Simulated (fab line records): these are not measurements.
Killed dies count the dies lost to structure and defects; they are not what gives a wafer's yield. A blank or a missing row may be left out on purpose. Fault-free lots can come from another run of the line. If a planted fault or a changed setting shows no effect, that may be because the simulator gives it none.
Chamber matching :: flow n5Finfet :: N5_HKMG_FIN_ALD_21 on aldMetal-02: 4 sister chambers
The step deposits TiN, target thk 1.5 nm, pulse time 1 s, purge time 3 s. 8 wafers are shown with their chamber, then 12 later ones without.

== WAFERS, EACH WITH ITS CHAMBER ==
wafer: L086.3
chamber: 2
heaterPowerOuterW (W): 560
heaterPowerW (W): 882

wafer: L086.4
chamber: 3
heaterPowerOuterW (W): 502
heaterPowerW (W): 868

wafer: L087.3
chamber: 0
heaterPowerOuterW (W): 581
heaterPowerW (W): 901

wafer: L087.4
chamber: 1
heaterPowerOuterW (W): 591
heaterPowerW (W): 936

wafer: L087.5
chamber: 0
heaterPowerOuterW (W): 567
heaterPowerW (W): 887

wafer: L088.1
chamber: 1
heaterPowerOuterW (W): 608
heaterPowerW (W): 935

wafer: L088.3
chamber: 2
heaterPowerOuterW (W): 560
heaterPowerW (W): 869

wafer: L088.4
chamber: 3
heaterPowerOuterW (W): 510
heaterPowerW (W): 853

== WAFERS WITH NO CHAMBER GIVEN ==
wafer: L089.2
heaterPowerOuterW (W): 526
heaterPowerW (W): 853

wafer: L089.4
heaterPowerOuterW (W): 556
heaterPowerW (W): 877

wafer: L089.5
heaterPowerOuterW (W): 523
heaterPowerW (W): 880

wafer: L090.1
heaterPowerOuterW (W): 517
heaterPowerW (W): 882

wafer: L090.3
heaterPowerOuterW (W): 610
heaterPowerW (W): 914

wafer: L090.5
heaterPowerOuterW (W): 594
heaterPowerW (W): 886

wafer: L092.1
heaterPowerOuterW (W): 593
heaterPowerW (W): 936

wafer: L092.2
heaterPowerOuterW (W): 510
heaterPowerW (W): 845

wafer: L092.3
heaterPowerOuterW (W): 586
heaterPowerW (W): 887

wafer: L095.1
heaterPowerOuterW (W): 594
heaterPowerW (W): 914

wafer: L095.3
heaterPowerOuterW (W): 586
heaterPowerW (W): 904

wafer: L095.6
heaterPowerOuterW (W): 521
heaterPowerW (W): 861

== WHICH CHAMBER EACH ONE RAN IN ==
wafer: L089.2
from the rows above: 3
in truth: 3

wafer: L089.4
from the rows above: 2
in truth: 2

wafer: L089.5
from the rows above: can't be placed: 3 or 2
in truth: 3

wafer: L090.1
from the rows above: 3
in truth: 3

wafer: L090.3
from the rows above: 1
in truth: 1

wafer: L090.5
from the rows above: can't be placed: 0 or 2
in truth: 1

wafer: L092.1
from the rows above: 1
in truth: 1

wafer: L092.2
from the rows above: 3
in truth: 3

wafer: L092.3
from the rows above: can't be placed: 0 or 2
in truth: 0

wafer: L095.1
from the rows above: can't be placed: 1 or 0
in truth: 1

wafer: L095.3
from the rows above: 0
in truth: 0

wafer: L095.6
from the rows above: 3
in truth: 3
Correctly placed: 8 of 12. Not placeable from these rows: 4 (in 3, the candidates include the true chamber). 0 placed wrongly.
How it was worked out, from the rows above alone: a wafer's distance from a chamber is the root of the sum, over the readings, of the square of ((its reading less the chamber's mean) divided by the reading's scatter). If the next closest chamber is less than 2 further off than the closest, the wafer can't be placed; otherwise it belongs to the closest. For every chamber, the mean is computed from those of its wafers that are shown. How the scatter is found: for the shown wafers, subtract from each reading the mean of its chamber, square and add these, divide the total by (wafers less chambers), then take the root.
